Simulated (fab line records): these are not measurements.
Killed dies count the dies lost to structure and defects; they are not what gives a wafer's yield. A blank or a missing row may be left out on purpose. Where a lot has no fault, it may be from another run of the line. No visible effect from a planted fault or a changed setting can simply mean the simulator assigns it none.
fab line records	flow n5-finfet
record lots=5	wafers=14	last-day=16
route steps=1938 shown SDB@376 DUMMY_REMOVAL@377 HKMG_FIN@385 BEOL_M4@1111 PASSIVATION@1936
lots that met no fault: taken from a fault-free run of the same line
start-h: the number of hours between the record's first day and the start of the first shown wafer of the lot	wait-h: hours since the lot's step before	" as in the row above	L1.1+2: several wafers, shown together as one row	- value missing, or start not given	* or withheld: withheld	< > ~ a bound
route shown NAME@n: names a module that has steps shown in the file, with the first one's number in the route	usual: mean/standard deviation of fault-free wafers	same: alike in all rows	chamber/n: place in a boat	sites: each site's reading	_std_site: the values' standard deviation	_edge_site: mean of outer sites minus mean of inner sites	radius-mm: how far each site lies from the wafer's centre	mask NAME#n: copy n	behind: tool/chamber where the wafer was last shaped	hold: reason for holding the lot/hours on hold/outcome of the hold	device: which transistor (n, p or np) failed to switch	end of line: the route-end tests of the same wafers	a step with no rows: only its recipe	killed: dies lost to structure and defects at the first sort, not the wafer's yield	map: a wafer's dies, marking killed ones x, the rest . and places with no die _
set.NAME: the setting the step ran with; set.NAME@STEP: the setting that earlier step ran with	model.NAME: the simulator's own value behind a step, which no gauge read
a table for each step, a row for each wafer; lots at some steps of the route
services: the hour from which a tool's chamber was out of use, counted from the record's first day as start-h (under 0 if before that day), plus the number of hours and why
## steps
# step N5_SDB_INSPECT_36
# recipe inspect-instrument=darkfield	mode=post-cmp
# usual raw-defect-count=40/18
lot.wafer	tool	chamber	start-h	wait-h	raw-defect-count
L585.1	defect-inspect-01	-	69.47	0.0	21
L585.4	"	-	"	"	22
L585.6	"	-	"	"	42
L590.1	defect-inspect-01	-	100.06	0.0	36
L590.2	"	-	"	"	23
L590.3	"	-	"	"	72
L591.1	defect-inspect-01	-	106.45	0.0	47
L591.5	"	-	"	"	45
L591.6	"	-	"	"	40
L595.1	defect-inspect-01	-	129.07	0.0	65
L595.3	"	-	"	"	86
L603.1	defect-inspect-01	-	179.50	0.0	17
L603.3	"	-	"	"	24
L603.5	"	-	"	"	15
# step N5_DUMMY_REMOVAL_HM_STRIP_01
# recipe chemistry=CH3F/O2	material=SiNx	target-depth-a=40	stop-on=poly-Si	time-s=6.8	over-etch-frac=0.3	ion-energy-ev=60	power-w=410	bias-w=29	Ar_flow_sccm=150	CH3F_flow_sccm=30	O2_flow_sccm=20
# step N5_DUMMY_REMOVAL_STRIP_10
# recipe chemistry=N2/H2	time-s=40	power-w=100	temp-c=40	pressure-mtorr=100	rf-frequency-hz=6e+07	bias-power-w=3	n2-flow-sccm=300	h2-flow-sccm=300
# step N5_DUMMY_REMOVAL_PRECLEAN_07
# recipe chemistry=dHF	time-s=30	temp-c=25	dilution=withheld
# step N5_DUMMY_REMOVAL_DUMMY_REMOVE_02
# recipe chemistry=TMAH	temp-c=70	target=poly-Si	stop-on=SiO2	target-depth-nm=142	conc-wt-pct=5	time-s=57	dry=ipa-marangoni	rinse-time-s=30	rinse-temp-c=23
# step N5_DUMMY_REMOVAL_INSPECT_06
# recipe inspect-instrument=brightfield	mode=aei
# usual raw-defect-count=12/6.4
lot.wafer	tool	chamber	start-h	wait-h	raw-defect-count
L585.1	defect-inspect-01	-	69.75	0.0	23
L585.4	"	-	"	"	10
L585.6	"	-	"	"	31
L590.1	defect-inspect-01	-	100.43	0.0	18
L590.2	"	-	"	"	15
L590.3	"	-	"	"	16
L591.1	defect-inspect-01	-	106.68	0.0	4
L591.5	"	-	"	"	8
L591.6	"	-	"	"	5
L595.1	defect-inspect-02	-	129.30	0.0	10
L595.3	"	-	"	"	14
L603.1	defect-inspect-01	-	179.83	0.0	5
L603.3	"	-	"	"	17
L603.5	"	-	"	"	12
# step N5_DUMMY_REMOVAL_PRECLEAN_08
# recipe chemistry=NF3:NH3	afs-cycles=2	temp-c=30	time-s=20	sublimation-temp-c=180	sublimation-time-s=60	pressure-torr=3	rf-power-w=30
# step N5_DUMMY_REMOVAL_PRECLEAN_04
# recipe chemistry=DHF	time-s=37	temp-c=25	dilution=500:1
# step N5_DUMMY_REMOVAL_SRD_05
# recipe dry=ipa-marangoni	do-ppb=5	time-s=30	temp-c=23	rinse-liquid=diw
# step N5_HKMG_FIN_IL_REGROW_00
# recipe material=SiO2	target-thk-a=7.5	chemistry=O3	temp-c=withheld	time-s=30
# step N5_HKMG_FIN_HK_ALD_01
# recipe material=HfO2	target-thk-a=16	temp-c=withheld	ald-precursor-family=HfCl4	ald-co-reactant=H2O	pulse-time-s=3	purge-time-s=3	co-reactant-purge-time-s=2.5	co-reactant-pulse-time-s=0.3	ald-cycles=30
# usual precursor-pulse-height-rel=0.998/0.021
lot.wafer	tool	chamber	start-h	wait-h	precursor-pulse-height-rel
L585.1	ald-hk-03	0	70.11	0.0	1.014
L585.4	"	3	"	"	0.999
L585.6	"	0	"	"	0.983
L590.1	ald-hk-01	2	100.78	0.0	1.037
L590.2	"	1	"	"	1.021
L590.3	"	3	"	"	0.990
L591.1	ald-hk-01	2	107.04	0.0	0.979
L591.5	"	2	"	"	0.969
L591.6	"	1	"	"	0.965
L595.1	ald-hk-01	2	129.66	0.0	0.962
L595.3	"	0	"	"	0.979
L603.1	ald-hk-01	2	180.19	0.0	0.998
L603.3	"	3	"	"	1.055
L603.5	"	2	"	"	0.990
# step N5_HKMG_FIN_HK_ANNEAL_02
# recipe temp-c=700	time-s=30	ambient=N2	idle-temp-c=600	ramp-up-c-per-s=150	ramp-down-c-per-s=60	cool-to-c=600
# step N5_HKMG_FIN_ALD_74
# recipe material=La2O3	target-thk-a=5	temp-c=250	ald-precursor-family=La-Cp	ald-co-reactant=O3	pulse-time-s=6	co-reactant-pulse-time-s=1	purge-time-s=3	co-reactant-purge-time-s=3
# usual heater-power-outer-w=186/20	heater-power-w=337/36	precursor-pulse-height-rel=0.998/0.02
lot.wafer	tool	chamber	start-h	wait-h	heater-power-outer-w	heater-power-w	precursor-pulse-height-rel
L585.1	ald-hk-01	0	70.54	0.2	171	296	1.012
L585.4	"	2	"	"	166	304	1.010
L585.6	"	3	"	"	206	377	0.999
L590.1	ald-hk-02	0	101.24	0.2	200	377	0.996
L590.2	"	2	"	"	222	413	1.027
L590.3	"	3	"	"	170	329	0.971
L591.1	ald-hk-03	2	107.44	0.2	190	344	0.984
L591.5	"	0	"	"	175	348	0.975
L591.6	"	1	"	"	172	322	1.018
L595.1	ald-hk-03	0	130.07	0.2	179	362	0.991
L595.3	"	1	"	"	177	327	0.990
L603.1	ald-hk-02	2	180.59	0.2	224	408	0.998
L603.3	"	3	"	"	171	334	1.009
L603.5	"	0	"	"	196	366	0.997
# step N5_HKMG_FIN_ALD_75
# recipe material=Al2O3	target-thk-a=10	temp-c=150	ald-precursor-family=TMA	ald-co-reactant=H2O	pulse-time-s=withheld	co-reactant-pulse-time-s=1
# step N5_HKMG_FIN_COAT_41
# recipe resist=SOC	temp-c=250	time-s=60	spin-rpm=1500	resist-thk-nm=300
# step N5_HKMG_FIN_COAT_42
# recipe resist=SiARC	temp-c=220	time-s=60	spin-rpm=1500	resist-thk-nm=35
# step N5_HKMG_FIN_COAT_43
# recipe resist=CAR-ArF	spin-rpm=1500	resist-thk-nm=90
# step N5_HKMG_FIN_EBR_45
# recipe solvent=PGMEA	ebr-width-mm=1.5
# step N5_HKMG_FIN_SOFTBAKE_44
# recipe temp-c=110	time-s=60	resist=CAR-ArF
# step N5_HKMG_FIN_EXPOSE_46
# recipe mask-id=NDIPOLE	na=1.35	source-shape=conventional	sigma-outer=0.8	polarization=unpolarized	dose-mj=40
# step N5_HKMG_FIN_PEB_47
# recipe peb-temp-c=withheld	peb-time-s=60	resist=CAR-ArF
# step N5_HKMG_FIN_DEVELOP_48
# recipe develop-time-s=30	developer=TMAH	resist=CAR-ArF	rinse-liquid=diw	dry=air-spin	dev-temp-c=23
# step N5_HKMG_FIN_CD_MEAS_49
# recipe target-cd-nm=202	landing-energy-ev=500	detector=se-inlens	polarity=opening
# usual cd-nm=202.6/0.82
lot.wafer	tool	chamber	start-h	wait-h	cd-nm
L585.1	cd-sem-01	0	71.08	-	202.1
L585.4	"	0	"	"	202.6
L585.6	"	0	"	"	203.3
L590.1	cd-sem-01	0	101.79	-	203.2
L590.2	"	0	"	"	201.5
L590.3	"	0	"	"	200.5
L591.1	cd-sem-03	0	107.98	-	203.0
L591.5	"	0	"	"	202.3
L591.6	"	0	"	"	201.7
L595.1	cd-sem-01	0	130.62	-	202.9
L595.3	"	0	"	"	203.0
L603.1	cd-sem-02	0	181.13	-	203.8
L603.3	"	0	"	"	204.1
L603.5	"	0	"	"	204.1
# step N5_HKMG_FIN_OVL_MEAS_50
# recipe points-per-wafer=44
# usual NDIPOLE_OVL=0.2/0.79
lot.wafer	tool	chamber	start-h	wait-h	NDIPOLE_OVL[nm]
L585.1	overlay-02	0	71.11	0.0	0.8
L585.4	"	0	"	"	1.6
L585.6	"	0	"	"	1.3
L590.1	overlay-02	0	101.82	0.0	2.2
L590.2	"	0	"	"	1.0
L590.3	"	0	"	"	1.7
L591.1	overlay-01	0	108.01	0.0	-0.5
L591.5	"	0	"	"	-0.5
L591.6	"	0	"	"	-1.1
L595.1	overlay-02	0	130.65	0.0	-0.7
L595.3	"	0	"	"	0.5
L603.1	overlay-01	0	181.16	0.0	-0.1
L603.3	"	0	"	"	-0.6
L603.5	"	0	"	"	0.4
# step N5_HKMG_FIN_INSPECT_61
# recipe mode=adi	inspect-instrument=macro
# usual raw-defect-count=2.0/1.3
lot.wafer	tool	chamber	start-h	wait-h	raw-defect-count
L585.1	defect-inspect-02	-	71.13	0.0	4
L585.4	"	-	"	"	3
L585.6	"	-	"	"	1
L590.1	defect-inspect-01	-	101.84	0.0	2
L590.2	"	-	"	"	3
L590.3	"	-	"	"	1
L591.1	defect-inspect-02	-	108.04	0.0	3
L591.5	"	-	"	"	3
L591.6	"	-	"	"	4
L595.1	defect-inspect-02	-	130.67	0.0	3
L595.3	"	-	"	"	1
L603.1	defect-inspect-02	-	181.19	0.0	2
L603.3	"	-	"	"	0
L603.5	"	-	"	"	1
# step N5_HKMG_FIN_DESCUM_53
# recipe chemistry=O2	time-s=7.9	source-power-w=50	bias-power-w=20	pressure-mtorr=20	rf-frequency-hz=2.712e+07	temp-c=40	resist=CAR-ArF	o2-flow-sccm=225
# usual drypump-motor-current-A=5.7/0.44	oes-product-au=0.78/0.094	rf-vpp-V=243.1/1.5	showerhead-plenum-p-Torr=2.09/0.1	throttle-valve-pct=20.43/0.24
lot.wafer	tool	chamber	start-h	wait-h	drypump-motor-current-A	oes-product-au	rf-hours-counter-h	rf-vpp-V	showerhead-plenum-p-Torr	throttle-valve-pct
L585.1	rie-diel-04	0	71.19	0.1	5.5	0.70	230	245.4	2.17	20.43
L585.4	"	2	"	"	6.2	0.71	179	243.0	2.03	20.94
L585.6	"	1	"	"	4.9	0.74	-	241.9	2.01	20.52
L590.1	rie-diel-03	3	101.88	0.0	5.3	0.73	179	243.3	2.08	20.37
L590.2	"	2	"	"	5.2	0.83	95	242.6	1.99	20.12
L590.3	"	0	"	"	5.5	0.94	14	245.9	2.27	20.39
L591.1	rie-diel-05	3	108.29	0.3	5.9	0.85	71	244.9	2.21	20.27
L591.5	"	2	"	"	6.3	0.77	-	243.4	2.00	20.15
L591.6	"	3	"	"	5.9	0.85	-	243.9	2.22	20.25
L595.1	rie-diel-04	2	130.70	0.0	6.1	0.69	197	241.2	2.02	20.98
L595.3	"	3	"	"	5.3	0.71	232	241.7	1.98	20.45
L603.1	rie-diel-03	2	181.22	0.0	5.1	0.79	124	241.0	1.98	20.18
L603.3	"	1	"	"	6.0	0.76	133	241.2	2.02	20.77
L603.5	"	0	"	"	5.5	0.88	-	244.8	2.26	20.42
# step N5_HKMG_FIN_ETCH_54
# recipe chemistry=CF4	target=SiARC	target-depth-a=455	mask-material=CAR-ArF	time-s=75.8	ion-energy-ev=80	pressure-mtorr=40	source-w=545	bias-w=36	Ar_flow_sccm=100	cf4-flow-sccm=100	ends=cleared
# step N5_HKMG_FIN_ETCH_55
# recipe chemistry=N2/H2	target=SOC	target-depth-a=2400	temp-c=40	time-s=300	ion-energy-ev=200	mask-material=SiARC	pressure-mtorr=30	source-w=840	bias-w=150	n2-flow-sccm=200	h2-flow-sccm=200
# step N5_HKMG_FIN_STRIP_56
# recipe chemistry=N2/H2	temp-c=40	n2-flow-sccm=200	h2-flow-sccm=200	rf-frequency-hz=6e+07
# step N5_HKMG_FIN_STRIP_57
# recipe chemistry=CF4	resist=SiARC	power-w=300	bias-power-w=75	pressure-mtorr=50	cf4-flow-sccm=150	rf-frequency-hz=6e+07
# usual drypump-motor-current-A=5.7/0.44	oes-product-au=0.78/0.081	rf-vpp-V=271.0/1.8	showerhead-plenum-p-Torr=1.78/0.072	throttle-valve-pct=13.56/0.29
lot.wafer	tool	chamber	start-h	wait-h	drypump-motor-current-A	oes-product-au	rf-hours-counter-h	rf-vpp-V	showerhead-plenum-p-Torr	throttle-valve-pct
L585.1	rie-diel-04	0	71.47	0.0	5.5	0.70	231	272.1	1.81	13.47
L585.4	"	2	"	"	6.1	0.72	179	268.8	1.71	13.86
L585.6	"	1	"	"	4.9	0.75	-	269.4	1.74	13.79
L590.1	rie-diel-03	3	102.16	0.0	5.3	0.74	179	270.9	1.82	13.84
L590.2	"	2	"	"	5.2	0.81	95	269.6	1.73	13.43
L590.3	"	0	"	"	5.5	0.90	14	274.6	1.90	13.16
L591.1	rie-diel-05	3	108.58	0.0	5.9	0.84	72	272.9	1.88	13.31
L591.5	"	2	"	"	6.2	0.74	-	270.3	1.72	13.43
L591.6	"	3	"	"	5.9	0.84	-	272.5	1.88	13.30
L595.1	rie-diel-04	2	130.99	0.0	6.1	0.72	197	269.1	1.71	13.89
L595.3	"	3	"	"	5.3	0.70	232	269.8	1.69	13.64
L603.1	rie-diel-03	2	181.50	0.0	5.2	0.78	124	268.7	1.72	13.52
L603.3	"	1	"	"	6.0	0.75	133	269.7	1.74	13.90
L603.5	"	0	"	"	5.5	0.86	-	273.8	1.89	13.22
# step N5_HKMG_FIN_ETCH_58
# recipe chemistry=N2/H2	target=SOC	target-depth-a=2158	ion-energy-ev=50	bias-w=13	time-s=741	pressure-mtorr=30	source-w=875	n2-flow-sccm=200	h2-flow-sccm=200
# usual drypump-motor-current-A=5.7/0.44	n2-flow-sccm=199.9/0.56	oes-product-au=0.79/0.1	rf-vpp-V=99.1/1	showerhead-plenum-p-Torr=2.53/0.12	throttle-valve-pct=17.75/0.18
lot.wafer	tool	chamber	start-h	wait-h	drypump-motor-current-A	n2-flow-sccm	oes-product-au	rf-hours-counter-h	rf-vpp-V	showerhead-plenum-p-Torr	throttle-valve-pct
L585.1	rie-diel-04	0	71.49	0.0	5.5	199.2	0.71	231	101.0	2.62	17.79
L585.4	"	2	"	"	6.2	200.6	0.71	179	100.6	2.42	18.13
L585.6	"	1	"	"	4.9	200.5	0.73	-	99.0	2.44	17.89
L590.1	rie-diel-03	3	102.18	0.0	5.4	199.4	0.75	179	100.0	2.53	17.86
L590.2	"	2	"	"	5.2	199.2	0.84	95	99.5	2.46	17.66
L590.3	"	0	"	"	5.5	199.9	0.96	14	98.9	2.71	17.38
L591.1	rie-diel-05	3	108.60	0.0	6.0	199.1	0.87	72	100.3	2.71	17.73
L591.5	"	2	"	"	6.3	199.9	0.76	-	99.8	2.46	17.71
L591.6	"	3	"	"	6.0	198.9	0.87	-	100.8	2.71	17.73
L595.1	rie-diel-04	2	131.01	0.0	6.2	200.3	0.69	197	98.0	2.42	18.16
L595.3	"	3	"	"	5.3	199.9	0.73	232	97.9	2.39	17.79
L603.1	rie-diel-03	2	181.52	0.0	5.2	199.7	0.80	124	98.2	2.45	17.72
L603.3	"	1	"	"	6.0	199.6	0.77	133	99.5	2.41	17.84
L603.5	"	0	"	"	5.5	199.6	0.91	-	98.4	2.69	17.44
# step N5_HKMG_FIN_STRIP_93
# recipe chemistry=N2/H2	material=SOC	time-s=20	power-w=500	temp-c=40	pressure-mtorr=50	rf-frequency-hz=6e+07	bias-power-w=8	h2-frac=0.5	n2-flow-sccm=300	h2-flow-sccm=300
# step N5_HKMG_FIN_WET_ETCH_76
# recipe chemistry=dNH4OH	mix=1:50	temp-c=25	target=Al2O3	stop-on=La2O3	target-depth-nm=2.25	dry=ipa-marangoni	rinse-time-s=30	rinse-temp-c=23
# step N5_HKMG_FIN_STRIP_60
# recipe chemistry=N2/H2	power-w=2500	temp-c=300	h2-frac=0.65	time-s=360	pressure-mtorr=withheld	n2-flow-sccm=1750	h2-flow-sccm=3250
# usual drypump-motor-current-A=5.9/0.31	heater-power-w=491/87	n2-flow-sccm=1751/5.3
lot.wafer	tool	chamber	start-h	wait-h	drypump-motor-current-A	heater-power-w	n2-flow-sccm	rf-hours-counter-h
L585.1	plasma-asher-01	1	72.07	0.0	5.6	584	1755	88
L585.4	"	0	"	"	5.6	364	1748	-
L585.6	"	1	"	"	5.6	563	1759	-
L590.1	plasma-asher-02	0	102.75	0.0	6.3	563	1750	41
L590.2	"	1	"	"	6.2	477	1749	41
L590.3	"	0	"	"	6.3	569	1749	-
L591.1	plasma-asher-01	1	109.17	0.0	5.6	563	1754	96
L591.5	"	1	"	"	5.6	571	1752	-
L591.6	"	0	"	"	5.6	358	1749	-
L595.1	plasma-asher-01	0	131.58	0.0	5.6	360	1754	100
L595.3	"	1	"	"	5.6	579	1747	-
L603.1	plasma-asher-01	1	182.10	0.0	5.6	559	1754	109
L603.3	"	0	"	"	5.6	361	1746	-
L603.5	"	0	"	"	5.6	364	1746	-
# step N5_HKMG_FIN_WET_ETCH_77
# recipe chemistry=dHCl	mix=1:10000	temp-c=25	target=La2O3	stop-on=HfO2	target-depth-nm=2
# step N5_HKMG_FIN_WET_ETCH_78
# recipe chemistry=dNH4OH	mix=1:50	temp-c=25	target=Al2O3	stop-on=La2O3	target-depth-nm=4.5	dry=ipa-marangoni	rinse-time-s=30	rinse-temp-c=23
# step N5_HKMG_FIN_ALD_79
# recipe material=TiN	target-thk-a=15	temp-c=400	ald-precursor-family=TiCl4	ald-co-reactant=NH3	pulse-time-s=1	purge-time-s=3	co-reactant-purge-time-s=2	co-reactant-pulse-time-s=2	ald-cycles=68	pressure-torr=3
# step N5_HKMG_FIN_CVD_62
# recipe material=a-Si	target-thk-a=30	temp-c=500	precursor=Si2H6	pressure-torr=1	time-s=20.8
# step N5_HKMG_FIN_RTA_80
# recipe temp-c=withheld	time-s=2	ambient=N2	idle-temp-c=600	ramp-up-c-per-s=150	ramp-down-c-per-s=60	cool-to-c=600
# step N5_HKMG_FIN_PRECLEAN_64
# recipe chemistry=dHF	time-s=30	temp-c=25	dilution=withheld
# step N5_HKMG_FIN_WET_ETCH_65
# recipe chemistry=TMAH	temp-c=70	conc-wt-pct=5	target=a-Si	stop-on=TiN	time-s=49	target-depth-nm=3
# step N5_HKMG_FIN_WET_ETCH_81
# recipe chemistry=SC1	target=TiN	stop-on=HfO2	mix=1:1:5	temp-c=60	time-s=57	target-depth-nm=6
# step N5_BEOL_M4_RC_MEAS_101
# usual DIBL_N=35.0/2.4	DIBL_P=35.4/2.8	IOFF_N=0.14/0.045	IOFF_P=0.20/0.048	IOFF_P_85C=3.5/0.69	IOFF_P_LIN=0.096/0.017	IOFF_P_LONG=0.000104/7.3e-06	ION_N=667/19	ION_P=460/11	SS_N=71.2/0.71	SS_P=73.1/0.86	VT_N=252/4.6	VT_N_LVT=101/4.6	VT_P=-251/3.4	VT_P_LONG=-275.6/2.3
lot.wafer	tool	chamber	start-h	wait-h	DIBL_N[mV/V]	DIBL_P[mV/V]	IOFF_N[nA/um]	IOFF_P[nA/um]	IOFF_P_85C[nA/um]	IOFF_P_LIN[nA/um]	IOFF_P_LONG[nA/um]	ION_N[uA/um]	ION_P[uA/um]	SS_N[mV/dec]	SS_P[mV/dec]	VT_N[mV]	VT_N_LVT[mV]	VT_P[mV]	VT_P_LONG[mV]
L585.1	prober-01	0	172.10	0.0	31.1	33.8	0.11	0.19	3.4	0.098	0.000122	676	477	69.6	73.1	250	100	-248	-268.8
L585.4	"	0	"	"	34.5	35.7	0.14	0.21	3.8	0.104	0.000123	655	458	70.8	73.4	250	99	-247	-272.4
L585.6	"	0	"	"	32.6	33.7	0.12	0.17	3.1	0.088	0.000116	652	450	70.5	72.3	254	100	-254	-271.9
L590.1	prober-02	0	195.73	0.0	34.9	35.8	0.16	0.21	3.7	0.101	0.000106	684	469	71.4	73.3	249	98	-248	-274.0
L590.2	"	0	"	"	35.5	35.6	0.18	0.22	3.9	0.106	0.000106	697	476	70.5	73.4	247	96	-249	-276.2
L590.3	"	0	"	"	33.9	34.2	0.15	0.19	3.4	0.094	0.000116	687	471	70.2	73.1	249	98	-249	-273.9
L591.1	prober-02	0	208.13	0.0	34.7	32.9	0.13	0.17	3.1	0.087	0.000107	643	446	71.5	72.7	252	103	-252	-273.5
L591.5	"	0	"	"	36.0	34.7	0.15	0.20	3.5	0.096	0.000104	658	458	71.7	73.4	248	99	-250	-274.9
L591.6	"	0	"	"	34.6	34.1	0.14	0.19	3.3	0.094	0.000112	668	462	71.1	72.3	250	100	-249	-274.3
L595.1	prober-02	0	226.65	0.0	35.0	35.9	0.15	0.36	5.7	0.176	0.000176	689	494	71.7	73.7	248	116	-232	-253.4
L595.3	"	0	"	"	34.4	33.3	0.12	0.30	5.0	0.157	0.00018	652	474	71.1	72.8	253	121	-233	-258.7
L603.1	prober-02	0	281.87	0.0	33.3	33.2	0.12	0.18	3.1	0.091	0.000107	674	467	71.2	72.3	253	102	-253	-277.6
L603.3	"	0	"	"	35.8	35.9	0.15	0.21	3.6	0.102	9.9e-05	665	457	71.1	72.7	251	99	-249	-277.0
L603.5	"	0	"	"	35.5	35.8	0.13	0.21	3.5	0.099	9.7e-05	646	449	71.6	72.9	253	103	-251	-276.2
# step N5_PASSIVATION_PROBE_49
# usual defect-limited-yield=91.7/1.4	killed_at_M0_to_M3=32/9.7	killed_at_M4_up=14/5.5	killed-at-contacts=13/6.1	killed-at-front-end=35/10	killed-at-other=4.2/2.9	killed-dies=98/17	killed-open=63/12	killed-short=32/7.7	sort_bin_4_leakage=0.0/0.33	sort_bin_5_function=4.8/0.9	sort_bin_6_memory=3.1/0.63	sort-n-pass=1073/41	sort-yield-pct=91/3.5
# same gross-dies=1180	killed-at-back-side=0	sort_bin_8_speed[%]=0
lot.wafer	tool	chamber	start-h	wait-h	defect-limited-yield[%]	killed_at_M0_to_M3	killed_at_M4_up	killed-at-contacts	killed-at-front-end	killed-at-other	killed-dies	killed-open	killed-short	sort_bin_4_leakage[%]	sort_bin_5_function[%]	sort_bin_6_memory[%]	sort-n-pass	sort-yield-pct[%]
L590.1	prober-01	-	292.27	0.0	93.6	18	13	13	25	6	75	41	33	0	4.2	2.0	1105	94
L590.2	prober-01	-	292.32	0.1	93.4	26	9	9	33	1	78	58	15	0	4.2	1.7	1102	93
L590.3	prober-01	-	292.37	0.1	92.6	21	10	16	35	5	87	55	32	0	4.2	2.9	1093	93
L591.1	prober-02	-	304.66	0.0	90.8	38	26	7	32	5	108	73	34	0	4.7	4.0	1072	91
L591.5	prober-02	-	304.86	0.2	90.7	33	20	12	43	2	110	74	34	0	5.6	3.1	1070	91
L591.6	prober-02	-	304.91	0.3	90.6	34	18	5	51	3	111	74	37	0	5.3	3.9	1069	91
L595.1	prober-02	-	319.71	0.0	90.9	61	14	5	26	1	107	78	28	0.1	4.8	4.0	1072	91
L595.3	prober-02	-	319.81	0.1	92.6	36	7	12	29	3	87	53	33	0	4.2	2.6	1093	93
# killed by level:class
L590.1 MOL_CONTACT_COAG:geometric-particle:open=10 BEOL_M0_SAQP:geometric-particle:open=7 FIN_SAQP:geometric-particle:short=6 STI_FIN_REVEAL:geometric-particle:open=5 BEOL_M0_SAQP:geometric-particle:short=5 ILD0:geometric-particle:short=4 BEOL_M4:geometric-particle:short=4 BEOL_M4:geometric-particle:open=3
L590.2 STI_FIN_REVEAL:geometric-particle:open=15 MOL_CONTACT_COAG:geometric-particle:open=8 BEOL_M2:geometric-particle:open=7 BEOL_M3:geometric-particle:open=6 HKMG_FIN:area-etch=5 BEOL_M0_SAQP:geometric-particle:open=4 BEOL_M4:geometric-particle:open=4 DUMMY_GATE:geometric-particle:open=3
L590.3 MOL_CONTACT_COAG:geometric-particle:open=10 STI_FIN_REVEAL:geometric-particle:open=9 FIN_SAQP:geometric-particle:short=8 BEOL_M1:geometric-particle:open=8 MOL_CONTACT_COAG:geometric-particle:short=6 STI_FIN_REVEAL:geometric-particle:short=5 FIN_SAQP:geometric-particle:open=4 BEOL_M2:geometric-particle:open=4
L591.1 BEOL_M4:geometric-particle:open=12 BEOL_M2:geometric-particle:open=11 FIN_SAQP:geometric-particle:open=10 BEOL_M1:geometric-particle:open=10 FIN_SAQP:geometric-particle:short=7 BEOL_M0_SAQP:geometric-particle:open=6 MOL_CONTACT_COAG:geometric-particle:open=5 BEOL_M4:geometric-particle:short=5
L591.5 FIN_SAQP:geometric-particle:open=14 BEOL_M4:geometric-particle:open=12 FIN_SAQP:geometric-particle:short=11 MOL_CONTACT_COAG:geometric-particle:open=9 BEOL_M0_SAQP:geometric-particle:short=8 BEOL_M1:geometric-particle:open=8 BEOL_M0_SAQP:geometric-particle:open=5 BEOL_M2:geometric-particle:open=5
L591.6 FIN_SAQP:geometric-particle:open=13 FIN_SAQP:geometric-particle:short=12 BEOL_M1:geometric-particle:open=11 BEOL_M4:geometric-particle:open=9 STI_FIN_REVEAL:geometric-particle:open=8 BEOL_M0_SAQP:geometric-particle:open=8 BEOL_M0_SAQP:geometric-particle:short=6 BEOL_M2:geometric-particle:open=6
L595.1 BEOL_M3:geometric-particle:open=21 BEOL_M1:geometric-particle:open=14 BEOL_M4:geometric-particle:open=10 STI_FIN_REVEAL:geometric-particle:open=9 BEOL_M1:geometric-particle:short=6 BEOL_M2:geometric-particle:open=6 MOL_CONTACT_COAG:geometric-particle:open=5 BEOL_M3:geometric-particle:short=5
L595.3 MOL_CONTACT_COAG:geometric-particle:open=8 BEOL_M0_SAQP:geometric-particle:short=6 BEOL_M1:geometric-particle:open=6 BEOL_M2:geometric-particle:open=6 BEOL_M3:geometric-particle:short=6 DUMMY_GATE:geometric-particle:open=5 GATE_CUT:geometric-particle:open=5 STI_FIN_REVEAL:geometric-particle:open=4
## services
tool	chamber	start-h	hours	kind
rie-diel-03	0	47.43	-	clean
rie-diel-03	0	47.43	-	consumable-replace:focus-ring
rie-diel-03	0	47.43	-	consumable-replace:showerhead
rie-diel-03	0	47.43	15.1	scheduled-down
rie-diel-03	0	47.43	15.1	vent-cycle
plasma-asher-02	-	53.34	2.8	pm
ald-hk-01	-	57.74	6.0	pm
rie-diel-04	1	61.88	9.0	repair
rie-diel-03	2	66.09	10.9	repair
rie-diel-04	2	79.40	6.3	repair
ald-hk-03	-	88.45	1.0	repair
ald-hk-02	-	92.28	2.2	repair
rie-diel-03	1	106.97	6.5	repair
rie-diel-04	1	122.19	9.0	repair
rie-diel-05	0	125.61	4.7	repair
rie-diel-04	0	131.49	-	clean
rie-diel-04	0	131.49	-	consumable-replace:focus-ring
rie-diel-04	0	131.49	13.1	scheduled-down
rie-diel-04	0	131.49	13.1	vent-cycle
rie-diel-04	3	174.86	-	clean
rie-diel-04	3	174.86	-	consumable-replace:focus-ring
rie-diel-04	3	174.86	-	consumable-replace:showerhead
rie-diel-04	3	174.86	20.3	scheduled-down
rie-diel-04	3	174.86	20.3	vent-cycle
## key
first-sign step=N5_BEOL_M4_RC_MEAS_101	reading=IOFF_P_LONG	direction=up	sigmas=10	usual=0.000104	struck=0.000178
effect step=N5_BEOL_M4_RC_MEAS_101	reading=VT_P_LONG	direction=up	sigmas=8.4	usual=-275.6	struck=-256.1
effect step=N5_BEOL_M4_RC_MEAS_101	reading=VT_P	direction=up	sigmas=5.5	usual=-251	struck=-232
effect step=N5_BEOL_M4_RC_MEAS_101	reading=IOFF_P_LIN	direction=up	sigmas=4.3	usual=0.096	struck=0.167
effect step=N5_BEOL_M4_RC_MEAS_101	reading=VT_N_LVT	direction=up	sigmas=3.9	usual=101	struck=119
effect step=N5_BEOL_M4_RC_MEAS_101	reading=IOFF_P	direction=up	sigmas=2.8	usual=0.20	struck=0.33
effect step=N5_BEOL_M4_RC_MEAS_101	reading=IOFF_P_85C	direction=up	sigmas=2.7	usual=3.5	struck=5.3
met-at N5_HKMG_FIN_ALD_74
struck-wafers L595.1,L595.3
onset-between 107.44 130.07
also-fits N5_HKMG_FIN_DESCUM_53:rie-diel-04,N5_HKMG_FIN_STRIP_57:rie-diel-04,N5_HKMG_FIN_ETCH_58:rie-diel-04
fault kind=process-parameter-drift	tool=ald-hk-03	chamber=-	onset-h=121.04	steps=N5_HKMG_FIN_ALD_74	channel=target-thk-a	offset=*	shape=step	end-h=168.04	scope=struck-wafers-only	acts-in=*	stated=*
